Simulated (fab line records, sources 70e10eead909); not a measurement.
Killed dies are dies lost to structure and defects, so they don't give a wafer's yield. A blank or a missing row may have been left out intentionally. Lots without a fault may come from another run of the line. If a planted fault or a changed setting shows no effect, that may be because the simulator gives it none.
Code-filled problem report in 8D (eight disciplines) form ; flow nand_harc ; the parts of the form that need people (team, actions taken, sign-off) are left out

== 1. WHAT WENT WRONG ==
At NHARC_P_M2_ETCH_28, oes_product_au averages 0.851 a.u. over 3 wafers from 2 lots, while fault-free wafers read 0.998 a.u., standard deviation 0.012. Relative to the usual mean, that is a shift of -12 standard deviations.
The step: etches the open film in CF4/N2, target depth 30 nm, time 72.99 s.
Earliest sighting: wafer L164.4 on rie_diel-11 at day 10 19:49. At this step, 18 wafers from 6 lots have a number in the record. By rule, "out" or "out of limits" means more than 4 standard deviations away from the usual mean. The other wafers with a number count as sound.

== 2. WHAT IT IS; WHAT IT IS NOT ==
question;is;is not
which readings at this step;oes_product_au;drypump_motor_current_A, rf_vpp_V, showerhead_plenum_p_Torr
which lots;L164, L166;L155, L165, L172, L176
which wafers of those lots;L164.4, L166.4, L166.5;L164.2, L164.6, L166.3
read on which tools;rie_diel-11;rie_diel-04
when;from day 10 19:49;"up to then (5 sound wafers); but 10 sound wafers of L165, L166, L172, L176 came after"

== 3. SUSPECTS, AND WHAT RULES EACH OUT ==
Counting: if a tool at a process step up to the reading ran every lot that is out, it stays a suspect. Sound lots after the first of them don't rule it out here, since some wafers of a struck lot are sound.
- rie_diel-11 at NHARC_P_M2_DESCUM_14 (chemistry O2, time 3 s): kept. It ran every lot that is out, first L164 (day 10 19:13).
- rie_diel-11 at NHARC_P_M2_ETCH_35 (etches the open film in N2/H2, target depth 40 nm, overetch 12 nm, time 43.94 s): kept. It ran every lot that is out, first L164 (day 10 19:17).
- rie_diel-11 at NHARC_P_M2_ETCH_15 (etches the open film in C4F8/Ar, target depth 182.5 nm, time 91.2 s): kept. It ran every lot that is out, first L164 (day 10 19:31). NHARC_P_M2_ETCH_15: start missing for some lots; hours and lot order therefore follow NHARC_P_M2_CD_MEAS_16.
- rie_diel-11 at NHARC_P_M2_STRIP_18 (strips in N2/H2): kept. It ran every lot that is out, first L164 (day 10 19:37).
- rie_diel-11 at NHARC_P_M2_ETCH_28 (etches the open film in CF4/N2, target depth 30 nm, time 72.99 s): kept. It ran every lot that is out, first L164 (day 10 19:49). Its own oes_product_au readings are out on those wafers.
- Within rie_diel-11 at NHARC_P_M2_ETCH_15: the wafers that are out ran in chambers 2, 3; their sound lot-mates ran in chamber 1.
- In rie_diel-11 at NHARC_P_M2_ETCH_28, the wafers that are out were processed in chamber 2 and their sound lot-mates in chambers 1, 3.
Left after counting: rie_diel-11 at NHARC_P_M2_DESCUM_14, rie_diel-11 at NHARC_P_M2_ETCH_35, rie_diel-11 at NHARC_P_M2_ETCH_15, rie_diel-11 at NHARC_P_M2_STRIP_18, rie_diel-11 at NHARC_P_M2_ETCH_28.

== 4. THE CAUSE (what the simulator had put in) ==
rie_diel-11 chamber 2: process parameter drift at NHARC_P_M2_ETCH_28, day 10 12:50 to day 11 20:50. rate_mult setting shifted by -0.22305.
5 suspects survive the count, and this tool is in that group.

== 5. SEQUENCE OF EFFECTS, ordered by route ==
Each row: a reading where the mean over the struck wafers with a number is more than 3 standard deviations away from the usual. Scope: only readings with a usual standard deviation given in the record; hours: median across lots of the time from each lot's start at the first step in this table that gives one to its start at this step; sigmas: change in usual standard deviations.
hours;step;reading;usual;on struck wafers;change;sigmas
0;NHARC_P_M2_ETCH_28;oes_product_au;0.998 a.u.;0.851;-0.147;-12
Here are the process steps it includes:
- NHARC_P_M2_ETCH_28: etches the open film in CF4/N2, target depth 30 nm, time 72.99 s.

== 6. HOW IT WOULD HAVE BEEN CAUGHT EARLIER ==
In this record the first reading out of limits was taken at day 10 19:49, 7 hours after the fault began at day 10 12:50.
